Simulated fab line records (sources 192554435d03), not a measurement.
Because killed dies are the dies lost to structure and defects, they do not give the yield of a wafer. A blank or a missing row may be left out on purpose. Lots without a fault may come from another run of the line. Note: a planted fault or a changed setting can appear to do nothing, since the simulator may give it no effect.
Struck lot and sound lot, side by side || flow n5Finfet || 16 steps out of a route of 1938
Sound: these wafers, L537.1, L537.3, L537.5. Struck: wafer L554.2 (L554.1, L554.4, from the same lot, were not struck and are left out); the cause is given at the end.
Per side, at each step with rows, come the tool, then ch with its chambers, and then its first start. Under that, the readings that differ: sound wafers || struck wafers || difference of the means || sigmas: that difference in standard deviations of wafers without a fault.
alike: words and numbers the same on both sides, and readings whose means are apart by under 2 such deviations; not compared: readings that were withheld, readings missing a value for some wafer, numbers with overlapping values and no deviation given by the record, and bounds like >300 which may hide the same value.
The two part at a step that has a row with sigmas, a row that says differs or no value, or rows on one side only. When numbers do not overlap yet have no deviation, they are printed without sigmas and do not part them. A reading missing from all wafers of one side parts the sides only when that side holds two or more wafers.

first, 1 step without rows for these wafers: N5_HKMG_FIN_ETCH_35 (etches SOC in N2/H2, target depth 215.8 nm, time 243.4 s).
N5_HKMG_FIN_STRIP_92: strips SOC in N2/H2, time 20 s.
  sound on rieDiel-01 ch 1,2, day 4 07:50; struck on rieDiel-01 ch 2, day 8 09:20
  alike: drypumpMotorCurrentA, oesProductAu, rfVppV, showerheadPlenumPTorr, throttleValvePct
  not compared: rfHoursCounterH
then, 4 steps without rows for these wafers: N5_HKMG_FIN_WET_ETCH_18 (etches TiN in SC1, time 55 s, target depth 5.2 nm, rinse time 30 s); N5_HKMG_FIN_STRIP_19 (strips in N2/H2, time 360 s); N5_HKMG_FIN_ALD_91 (deposits TiN, target thk 1 nm, pulse time 1 s, purge time 3 s); N5_HKMG_FIN_COAT_85 (time 60 s, resist thk 300 nm).
N5_HKMG_FIN_ETCH_86: etches SOC in N2/H2, stops on TiN, target depth 393.2 nm.
  sound on rieDiel-01 ch 0,3, day 4 08:44; struck on rieDiel-01 ch 2, day 8 10:21
{"reading": "drypumpMotorCurrentA (A)", "sound": "5.2 4.9 5.2", "struck": 6.4, "difference": "+1.3", "sigmas": "+2"}
{"reading": "throttleValvePct (%)", "sound": "18.03 17.82 18.04", "struck": 17.23, "difference": -0.73, "sigmas": -2}
  alike: oesProductAu, rfVppV, showerheadPlenumPTorr
  not compared: rfHoursCounterH
N5_HKMG_FIN_STRIP_89: strips SOC in N2/H2, time 20 s.
  sound on rieDiel-01 ch 0,3, day 4 08:47; struck on rieDiel-01 ch 2, day 8 10:25
{"reading": "drypumpMotorCurrentA (A)", "sound": "5.2 4.9 5.2", "struck": 6.4, "difference": "+1.3", "sigmas": "+2"}
{"reading": "throttleValvePct (%)", "sound": "19.3 18.9 19.3", "struck": 18.3, "difference": -0.9, "sigmas": -2}
  alike: oesProductAu, rfVppV, showerheadPlenumPTorr
  not compared: rfHoursCounterH
then, 2 steps without rows for these wafers: N5_HKMG_FIN_WET_ETCH_87 (etches TiN in SC1, time 154.2 s, target depth 4.7 nm, rinse time 30 s); N5_HKMG_FIN_STRIP_88 (strips in N2/H2, time 360 s).
N5_HKMG_FIN_NWFM_ALD_20: deposits TiAlC, target thk 2 nm, pulse time 3 s, purge time 2 s.
  sound on aldMetal-04 ch 2,3, day 4 09:22; struck on aldMetal-04 ch 1, day 8 10:59
  alike: heaterPowerOuterW, heaterPowerW, precursorPulseHeightRel
then, 1 step without rows for these wafers: N5_HKMG_FIN_ALD_71 (deposits TiN, target thk 1 nm, pulse time 1 s, purge time 3 s).
N5_HKMG_FIN_COAT_66: time 60 s, resist thk 300 nm.
  sound on lithoTrack-04 ch 0, day 4 09:44; struck on lithoTrack-03 ch 0, day 8 11:22
{"reading": "heaterPowerTotalW (W)", "sound": "497.7 502.4 502.0", "struck": 514.0, "difference": "+13.3", "sigmas": "+8"}
{"reading": "runLengthS (s)", "sound": "66.35 66.08 66.05", "struck": 62.63, "difference": -3.53, "sigmas": -17}
  alike: dispensePressureKPa, resistLineTempC
N5_HKMG_FIN_ETCH_67: etches SOC in N2/H2, stops on TiN, target depth 388.9 nm.
  sound on rieDiel-05 ch 0,1,3, day 4 09:49; struck on rieDiel-06 ch 1, day 8 11:32
  alike: drypumpMotorCurrentA, oesProductAu, rfVppV, showerheadPlenumPTorr, throttleValvePct
  not compared: rfHoursCounterH
-- record jumps: 4 days separate the struck wafers' starts on either side; left off in module HKMG_FIN, taken up again in module BEOL_M4, whose first shown step is the route's number 1111 --
N5_BEOL_M4_RC_MEAS_101:
  sound on prober-01 ch 0, day 7 15:47; struck on prober-02 ch 0, day 12 15:53
  alike: DIBL_N, DIBL_P, IOFF_N, IOFF_P, ION_N, ION_P, SS_N, SS_P, VT_N, VT_P
-- a jump in the record: the struck wafers' starts before and after are 5 days apart (it breaks off in module BEOL_M4 and resumes in module PASSIVATION, where the first step shown is number 1936 of the route) --
N5_PASSIVATION_PROBE_49:
  sound on prober-01, day 12 02:49; struck on prober-01, day 17 11:13
{"reading": "defectLimitedYield (%)", "sound": "91.9 92.5 94.7", "struck": 90.0, "difference": -3.0, "sigmas": -2}
{"reading": "killedDies", "sound": "96 88 63", "struck": 118, "difference": "+36", "sigmas": "+2"}
{"reading": "killedOpen", "sound": "74 54 39", "struck": 82, "difference": "+26", "sigmas": "+2"}
{"reading": "sort_bin_6_memory (%)", "sound": "3.7 2.6 1.8", "struck": 4.7, "difference": "+2.0", "sigmas": "+3"}
{"reading": "sortNPass", "sound": "1084 1092 1117", "struck": 1062, "difference": -36, "sigmas": -2}
{"reading": "sortYieldPct (%)", "sound": "91.9 92.5 94.7", "struck": 90.0, "difference": -3.0, "sigmas": -2}
  alike: killed_at_M0_to_M3, killed_at_M4_up, killedAtContacts, killedAtFrontEnd, killedAtOther, killedShort, sort_bin_5_function

WHERE THEY PART
First at N5_HKMG_FIN_ETCH_86; last, within this record, at N5_PASSIVATION_PROBE_49.

WHY: what the simulator had put in
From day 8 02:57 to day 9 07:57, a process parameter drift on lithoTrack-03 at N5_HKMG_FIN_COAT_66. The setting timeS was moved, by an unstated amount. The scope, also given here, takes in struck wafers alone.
